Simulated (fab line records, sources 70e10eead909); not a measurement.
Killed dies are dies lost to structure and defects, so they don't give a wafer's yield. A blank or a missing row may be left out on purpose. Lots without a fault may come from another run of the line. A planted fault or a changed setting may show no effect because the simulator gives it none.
Chamber matching | flow nand_harc | NHARC_P_BONDPAD_STRIP_15 on rie_diel-01: 4 sister chambers
The step strips in O2. 8 wafers are shown with their chamber, then 12 later ones without.

WAFERS WITH THEIR CHAMBER
wafer  | chamber | showerhead_plenum_p_Torr (Torr) | oes_product_au (a.u.)
L083.6 | 0       | 3.60                            | 0.988
L083.2 | 3       | 3.56                            | 0.992
L083.4 | 1       | 3.40                            | 1.000
L086.5 | 0       | 3.60                            | 0.990
L086.6 | 1       | 3.40                            | 0.994
L092.3 | 3       | 3.55                            | 0.991
L092.4 | 2       | 3.50                            | 1.007
L092.5 | 2       | 3.50                            | 1.009

WAFERS WITHOUT THEIR CHAMBER
wafer  | showerhead_plenum_p_Torr (Torr) | oes_product_au (a.u.)
L093.1 | 3.40                            | 1.007
L093.5 | 3.60                            | 0.993
L093.6 | 3.55                            | 0.997
L094.1 | 3.50                            | 1.001
L094.3 | 3.55                            | 0.981
L094.6 | 3.40                            | 1.011
L096.2 | 3.50                            | 1.004
L096.4 | 3.40                            | 1.003
L096.5 | 3.40                            | 1.008
L097.1 | 3.49                            | 0.995
L097.3 | 3.59                            | 0.993
L097.5 | 3.59                            | 0.989

WHICH CHAMBER EACH WENT THROUGH
wafer  | from the rows above | in truth
L093.1 | 1                   | 1
L093.5 | 0                   | 0
L093.6 | 3                   | 3
L094.1 | 2                   | 2
L094.3 | 3                   | 3
L094.6 | 1                   | 1
L096.2 | 2                   | 2
L096.4 | 1                   | 1
L096.5 | 1                   | 1
L097.1 | 2                   | 2
L097.3 | 0                   | 0
L097.5 | 0                   | 0
Placed correctly: 12 of 12. Can't be placed from these rows: 0. Placed wrongly: 0.
How it was worked out, from the rows above alone: a wafer's distance from a chamber is the root of the sum, over the readings, of the square of ((its reading less the chamber's mean) divided by the reading's scatter). The wafer belongs to the nearest chamber; if the next one is less than 2 further off, it can't be placed. A chamber's mean is the mean of its shown wafers. The scatter: the root of (the sum of the squares of (reading less its chamber's mean) over the shown wafers, divided by (wafers less chambers)).
